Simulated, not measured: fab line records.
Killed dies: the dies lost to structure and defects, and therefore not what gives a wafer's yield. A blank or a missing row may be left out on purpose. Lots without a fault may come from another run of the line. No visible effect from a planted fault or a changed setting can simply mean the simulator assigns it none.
Split-lot experiment / flow n5 finfet / 21 wafers read across 7 lots, on a route 1938 steps long

## SPLIT DETAILS
At N5_BEOL_M2_ETCH_64 (etches SOC in N2/H2, target depth 75 nm, overetch 22.5 nm, time 121.9 s), the setting source w was moved away from the recipe's 840 W on 5 of the 21 wafers read, by +9.3% to +14.2%. All remaining wafers had this setting at the recipe value.

The split's own step is where the reading is taken.

## THE READING
rf vpp V, in V, at N5_BEOL_M2_ETCH_64 (etches SOC in N2/H2, target depth 75 nm, overetch 22.5 nm, time 121.9 s). Fault-free wafers of this fab line usually give 524.7 V, standard deviation 2.6 V.

wafer=L074.2; tool, chamber at the split=rie diel-03, 2; source w as run, W=840; against the recipe=recipe; rf vpp V, V=522.1; against lot-mates on the recipe=-
wafer=L074.3; tool, chamber at the split=rie diel-03, 3; source w as run, W=840; against the recipe=recipe; rf vpp V, V=527.8; against lot-mates on the recipe=-
wafer=L074.4; tool, chamber at the split=rie diel-03, 0; source w as run, W=840; against the recipe=recipe; rf vpp V, V=525.2; against lot-mates on the recipe=-
wafer=L079.3; tool, chamber at the split=rie diel-01, 2; source w as run, W=840; against the recipe=recipe; rf vpp V, V=524.0; against lot-mates on the recipe=-
wafer=L079.4; tool, chamber at the split=rie diel-01, 0; source w as run, W=840; against the recipe=recipe; rf vpp V, V=525.4; against lot-mates on the recipe=-
wafer=L079.5; tool, chamber at the split=rie diel-01, 2; source w as run, W=840; against the recipe=recipe; rf vpp V, V=525.9; against lot-mates on the recipe=-
wafer=L081.1; tool, chamber at the split=rie diel-01, 0; source w as run, W=840; against the recipe=recipe; rf vpp V, V=524.0; against lot-mates on the recipe=-
wafer=L081.3; tool, chamber at the split=rie diel-01, 2; source w as run, W=840; against the recipe=recipe; rf vpp V, V=525.0; against lot-mates on the recipe=-
wafer=L081.5; tool, chamber at the split=rie diel-01, 0; source w as run, W=840; against the recipe=recipe; rf vpp V, V=522.7; against lot-mates on the recipe=-
wafer=L082.1; tool, chamber at the split=rie diel-06, 1; source w as run, W=840; against the recipe=recipe; rf vpp V, V=525.9; against lot-mates on the recipe=-
wafer=L082.2; tool, chamber at the split=rie diel-06, 3; source w as run, W=840; against the recipe=recipe; rf vpp V, V=528.6; against lot-mates on the recipe=-
wafer=L082.4; tool, chamber at the split=rie diel-06, 2; source w as run, W=840; against the recipe=recipe; rf vpp V, V=520.2; against lot-mates on the recipe=-
wafer=L083.2; tool, chamber at the split=rie diel-06, 0; source w as run, W=840; against the recipe=recipe; rf vpp V, V=527.1; against lot-mates on the recipe=-
wafer=L083.4; tool, chamber at the split=rie diel-06, 1; source w as run, W=840; against the recipe=recipe; rf vpp V, V=524.2; against lot-mates on the recipe=-
wafer=L083.5; tool, chamber at the split=rie diel-06, 3; source w as run, W=917.7; against the recipe=+9.3%; rf vpp V, V=514.2; against lot-mates on the recipe=-11.5
wafer=L087.2; tool, chamber at the split=rie diel-03, 1; source w as run, W=840; against the recipe=recipe; rf vpp V, V=524.8; against lot-mates on the recipe=-
wafer=L087.4; tool, chamber at the split=rie diel-03, 3; source w as run, W=959.2; against the recipe=+14.2%; rf vpp V, V=507.3; against lot-mates on the recipe=-15.7
wafer=L087.5; tool, chamber at the split=rie diel-03, 2; source w as run, W=840; against the recipe=recipe; rf vpp V, V=521.2; against lot-mates on the recipe=-
wafer=L097.1; tool, chamber at the split=rie diel-01, 2; source w as run, W=956.5; against the recipe=+13.9%; rf vpp V, V=502.4; against lot-mates on the recipe=no lot-mate on the recipe
wafer=L097.3; tool, chamber at the split=rie diel-01, 0; source w as run, W=956.5; against the recipe=+13.9%; rf vpp V, V=502.1; against lot-mates on the recipe=no lot-mate on the recipe
wafer=L097.6; tool, chamber at the split=rie diel-01, 3; source w as run, W=956.5; against the recipe=+13.9%; rf vpp V, V=503.3; against lot-mates on the recipe=no lot-mate on the recipe

FIT RESULTS
A straight line over all 21 wafers: rf vpp V changes by -1.46 V for each +1% of source w; r = -0.96; the points scatter about the line by 2.4 V.
The same after taking each lot's own level away (the mean of its wafers on the recipe; 18 wafers): -1.14 V for each +1%; r = -0.91; scatter 2.1 V.
That fit puts the effect of the largest move of source w on the reading at 16 V.
Across the lots, their own levels run from 523.00 to 525.65 V, a range of 1.0 times the standard deviation given above.
Hence the slope depends on the lot-to-lot level, as the two fits are not the same.
Check: -17.6 V against its lot-mates is what the line predicts for one of the wafers moved furthest among these (+14.2%) when that wafer is left out of the fit. It came out at -15.7 V against them.
Tool readings at the split's step, against how far the setting was moved: rf vpp V r = -0.96.

## OTHER SPLITS APPLIED TO THESE WAFERS
Other splits were also applied to these wafers ahead of the reading. Each is held against what the fit with the lots' levels taken away leaves over:
other split on the same wafers=N5_MOL_CONTACT_COAG_CVD_140 target thk a; wafers away from the commonest value=6; r with rf vpp V (lot level and that fit taken away)=+0.07
other split on the same wafers=N5_BEOL_M0_SAQP_PECVD_03 time s; wafers away from the commonest value=4; r with rf vpp V (lot level and that fit taken away)=+0.01
other split on the same wafers=N5_BEOL_M0_ETCH_138 source w; wafers away from the commonest value=10; r with rf vpp V (lot level and that fit taken away)=-0.35
other split on the same wafers=N5_BEOL_M1_COAT_22 spin rpm; wafers away from the commonest value=8; r with rf vpp V (lot level and that fit taken away)=+0.02
other split on the same wafers=N5_BEOL_M2_EXPOSE_08 dose mj; wafers away from the commonest value=3; r with rf vpp V (lot level and that fit taken away)=+0.10

## FILE'S OWN FIT
rf vpp V changes by -1.15 V for each +1% of source w, r = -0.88.
